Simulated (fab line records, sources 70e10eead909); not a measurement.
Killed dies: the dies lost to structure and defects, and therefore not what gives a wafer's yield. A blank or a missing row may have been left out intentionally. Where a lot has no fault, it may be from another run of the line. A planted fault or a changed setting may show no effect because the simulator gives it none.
Commonality check across tools	flow nandHarc	11 lots, 33 wafers sampled

== THE REASON FOR OPENING IT ==
On 2 of the 11 lots, a flag is raised at NHARC_END_SORT_01 on the reading killedDies. Fault-free wafers read 32, with a standard deviation of 11.
Rule: a lot is flagged when every wafer of it that has a number lies more than 4 standard deviations from that mean, or none has a number. The rest of the lots are taken to be sound.

lot	measured	on	killedDies, wafer by wafer	flag
L413	day 19 12:32	prober-02	31 21 19	
L415	day 19 22:02	prober-02	21 22 33	
L420	day 20 16:56	prober-01	45 27 33	
L421	day 20 21:56	prober-02	28 28 31	
L419	day 21 09:24	prober-02	41 45 35	
L426	day 22 03:44	prober-01	677 677 677	FLAGGED
L428	day 23 06:41	prober-01	677 677 677	FLAGGED
L432	day 23 21:43	prober-02	29 25 32	
L434	day 24 07:35	prober-01	34 30 44	
L436	day 24 22:18	prober-02	25 29 20	
L435	day 25 12:17	prober-02	29 29 23	
Average over the flagged lots: 677; offset from the usual +645, equal to +59 standard deviations.

== LOT BY LOT: THE TOOL USED ==
The record holds 4 process steps before the reading, out of a route of 1159 steps. Each cell gives the tool, then ch followed by the chambers the sampled wafers passed through, then the start.
lot	flag	NHARC_A_STAIRCASE_TRIM_193	NHARC_A_STAIRCASE_TRIM_196	NHARC_A_STAIRCASE_ETCH_197	NHARC_A_STAIRCASE_TRIM_200
L413		rieDiel-04 ch 0,1,2, day 10 20:08	rieDiel-04 ch 0,2,3, day 10 20:27	rieDiel-04 ch 0,1, day 19 12:32 or earlier	rieDiel-04 ch 0,1,3, day 19 12:32 or earlier
L415		rieDiel-07 ch 1,2, day 11 15:55	rieDiel-05 ch 2,3, day 11 16:19	rieDiel-05 ch 1,2,3, day 19 22:02 or earlier	rieDiel-05 ch 0,2,3, day 19 22:02 or earlier
L420		rieDiel-04 ch 0,3, day 12 18:49	rieDiel-04 ch 0,3, day 12 19:08	rieDiel-04 ch 0,3, day 20 16:56 or earlier	rieDiel-04 ch 0,2,3, day 20 16:56 or earlier
L421		rieDiel-04 ch 1,2,3, day 12 20:15	rieDiel-07 ch 0,2,3, day 12 21:45	rieDiel-07 ch 2,3, day 20 21:56 or earlier	rieDiel-07 ch 0,2,3, day 20 21:56 or earlier
L419		rieDiel-05 ch 1,2,3, day 13 03:51	rieDiel-07 ch 0,2, day 13 04:17	rieDiel-07 ch 0,2, day 21 09:24 or earlier	rieDiel-07 ch 2,3, day 21 09:24 or earlier
L426	FLAGGED	rieDiel-04 ch 0,1,3, day 14 07:16	rieDiel-04 ch 0,1, day 14 07:41	rieDiel-04 ch 0,3, day 22 03:44 or earlier	rieDiel-04 ch 1,2, day 22 03:44 or earlier
L428	FLAGGED	rieDiel-04 ch 0,1,3, day 14 15:32	rieDiel-04 ch 1,2,3, day 14 15:50	rieDiel-04 ch 0,1,2, day 23 06:41 or earlier	rieDiel-04 ch 0,1, day 23 06:41 or earlier
L432		rieDiel-07 ch 1,3, day 15 12:34	rieDiel-07 ch 0,1,2, day 15 13:05	rieDiel-07 ch 1,2,3, day 23 21:43 or earlier	rieDiel-07 ch 1,2, day 23 21:43 or earlier
L434		rieDiel-07 ch 0,1,3, day 15 22:19	rieDiel-07 ch 0,1,3, day 15 22:37	rieDiel-07 ch 0,2,3, day 24 07:35 or earlier	rieDiel-07 ch 0,1,2, day 24 07:35 or earlier
L436		rieDiel-07 ch 1,2, day 16 13:30	rieDiel-04 ch 0,1,3, day 16 13:53	rieDiel-04 ch 0,1,2, day 24 22:18 or earlier	rieDiel-04 ch 1,2, day 24 22:18 or earlier
L435		rieDiel-05 ch 1,2,3, day 16 20:49	rieDiel-07 ch 1,2,3, day 16 21:15	rieDiel-07 ch 0,1,2, day 25 12:17 or earlier	rieDiel-07 ch 1,2,3, day 25 12:17 or earlier
What is done by these steps:
- NHARC_A_STAIRCASE_TRIM_193: chemistry O2, time 211.2 s.
- NHARC_A_STAIRCASE_TRIM_196: chemistry O2, time 211.2 s.
- NHARC_A_STAIRCASE_ETCH_197: etches the open film in C4F8/O2, target depth 100 nm, time 40.5 s.
- NHARC_A_STAIRCASE_TRIM_200: chemistry O2, time 211.2 s.
- NHARC_END_SORT_01

== FLAGGED AGAINST TOTAL, ONE TOOL AT A TIME (gauges that did the reading follow at the end) ==
step	tool	lots run	flagged	share of the flagged lots	sound lots run after its first flagged lot
NHARC_A_STAIRCASE_TRIM_193	rieDiel-04	5	2	all	0
NHARC_A_STAIRCASE_TRIM_193	rieDiel-05	2	0	none	-
NHARC_A_STAIRCASE_TRIM_193	rieDiel-07	4	0	none	-
NHARC_A_STAIRCASE_TRIM_196	rieDiel-04	5	2	all	1 (L436)
NHARC_A_STAIRCASE_TRIM_196	rieDiel-05	1	0	none	-
NHARC_A_STAIRCASE_TRIM_196	rieDiel-07	5	0	none	-
NHARC_A_STAIRCASE_ETCH_197	rieDiel-04	5	2	all	1 (L436)
NHARC_A_STAIRCASE_ETCH_197	rieDiel-05	1	0	none	-
NHARC_A_STAIRCASE_ETCH_197	rieDiel-07	5	0	none	-
NHARC_A_STAIRCASE_TRIM_200	rieDiel-04	5	2	all	1 (L436)
NHARC_A_STAIRCASE_TRIM_200	rieDiel-05	1	0	none	-
NHARC_A_STAIRCASE_TRIM_200	rieDiel-07	5	0	none	-
NHARC_END_SORT_01	prober-01	4	2	all	1 (L434)
NHARC_END_SORT_01	prober-02	7	0	none	-
NHARC_A_STAIRCASE_ETCH_197: start missing for some lots; hours and lot order therefore follow NHARC_END_SORT_01. NHARC_A_STAIRCASE_TRIM_200: start missing for some lots; hours and lot order therefore follow NHARC_END_SORT_01.

== WHAT IS ALLOWED BY THE TABLE ==
5 rows of the table ran every flagged lot: rieDiel-04 at NHARC_A_STAIRCASE_TRIM_193, rieDiel-04 at NHARC_A_STAIRCASE_TRIM_196, rieDiel-04 at NHARC_A_STAIRCASE_ETCH_197, rieDiel-04 at NHARC_A_STAIRCASE_TRIM_200, prober-01 at NHARC_END_SORT_01.
- rieDiel-04 at NHARC_A_STAIRCASE_TRIM_193: 2 of its 5 lots flagged. Its last sound lot is L421 (day 12 20:15), its first flagged lot L426 (day 14 07:16): a fault that began between those two fits. On the flagged lots its readings are blank where sound lots have values: chamberPressureMTorr, drypumpMotorCurrentA, mfcArSccm, o2FlowSccm and 4 more.
- rieDiel-04 at NHARC_A_STAIRCASE_TRIM_196: 2 of its 5 lots flagged. Lots that were sound ran on it after the first flagged one (L436); a persistent fault on the entire tool would not allow that.
- rieDiel-04 at NHARC_A_STAIRCASE_ETCH_197: 2 of its 5 lots flagged. Lots that were sound ran on it after the first flagged one (L436); a persistent fault on the entire tool would not allow that.
- rieDiel-04 at NHARC_A_STAIRCASE_TRIM_200: 2 of its 5 lots flagged. Lots that were sound ran on it after the first flagged one (L436); a persistent fault on the entire tool would not allow that.
- prober-01 at NHARC_END_SORT_01: 2 of its 4 lots flagged. Lots that were sound ran on it after the first flagged one (L434); a persistent fault on the entire tool would not allow that.
rieDiel-04 at NHARC_A_STAIRCASE_TRIM_193 is the single tool remaining.

== WHAT THE SIMULATOR HAD PUT IN ==
Skipped step whole: rieDiel-04, from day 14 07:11 on, at NHARC_A_STAIRCASE_TRIM_193. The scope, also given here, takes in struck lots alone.
Struck lots among those shown: L426, L428. The same result came from the rule above.
